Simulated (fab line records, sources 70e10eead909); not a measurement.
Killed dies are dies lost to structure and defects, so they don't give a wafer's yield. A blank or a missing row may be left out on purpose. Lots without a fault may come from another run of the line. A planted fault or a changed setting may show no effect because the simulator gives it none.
A struck lot beside a sound one | flow nand_harc | 13 steps out of a route of 1302
Sound: wafers L282.2, L282.3, L282.6. Struck: wafers L289.1, L289.2, L289.5. The cause comes at the end.
At each step with rows: each side's tool, then ch and its chambers, then its first start. Under that, the readings that differ: sound wafers | struck wafers | difference of the means | sigmas: that difference in standard deviations of wafers without a fault.
alike: readings whose means differ by less than 2 such deviations, and words and numbers that are the same on both sides. not compared: withheld readings, readings that some wafer has no value for, bounds like >300 that may hide the same value, and numbers for which the record gives no deviation and whose values overlap.
The two part at a step that has a row with sigmas, a row that says differs or no value, or rows on one side only. Numbers that don't overlap but have no deviation are shown without sigmas and don't part them. A reading that every wafer of one side lacks parts them only if that side has two wafers or more.

first, 1 step without rows for these wafers: NHARC_A_M0_SRD_25.
NHARC_A_M0_INSPECT_27:
  sound on defect_inspect-02, day 24 00:32; struck on defect_inspect-02, day 26 19:23
  alike: raw_defect_count
NHARC_A_M0_PRE_CLEAN_31: time 12 s.
  sound on pecvd-04 ch 0,1, day 24 00:37; struck on pecvd-03 ch 1,2, day 26 19:28
  alike: heater_power_w
NHARC_A_M0_DEP_32: deposits SiCN, target thk 30 nm.
  sound on pecvd-04 ch 0,1, day 24 00:43; struck on pecvd-03 ch 1,2, day 26 19:32
  alike: heater_power_w
then, 7 steps without rows for these wafers: NHARC_A_M1_DEP_00 (deposits SiOC, target thk 182.5 nm); NHARC_A_M1_DEHYDRATE_01 (time 120 s); NHARC_A_M1_HMDS_02 (time 30 s); NHARC_A_M1_COAT_34 (time 65 s); NHARC_A_M1_COAT_03 (resist thk 90 nm); NHARC_A_M1_SOFTBAKE_04 (time 55 s); NHARC_A_M1_EBR_05.
NHARC_A_M1_EXPOSE_06: exposes mask A M1, target cd 120 nm.
  sound on arfi_scanner-02 ch 0, day 24 01:39; struck on arfi_scanner-03, day 26 20:31
  no value came back on the struck wafers for exposure_dose_mJ_cm2, focus_offset_nm (nm); on the sound wafers exposure_dose_mJ_cm2 reads 75.12 75.07 75.17
  alike: mask
then, 1 step without rows for these wafers: NHARC_A_M1_PEB_07 (peb time 65 s).

WHERE THEY PART
Only at NHARC_A_M1_EXPOSE_06, within this record.

WHY: what the simulator had put in
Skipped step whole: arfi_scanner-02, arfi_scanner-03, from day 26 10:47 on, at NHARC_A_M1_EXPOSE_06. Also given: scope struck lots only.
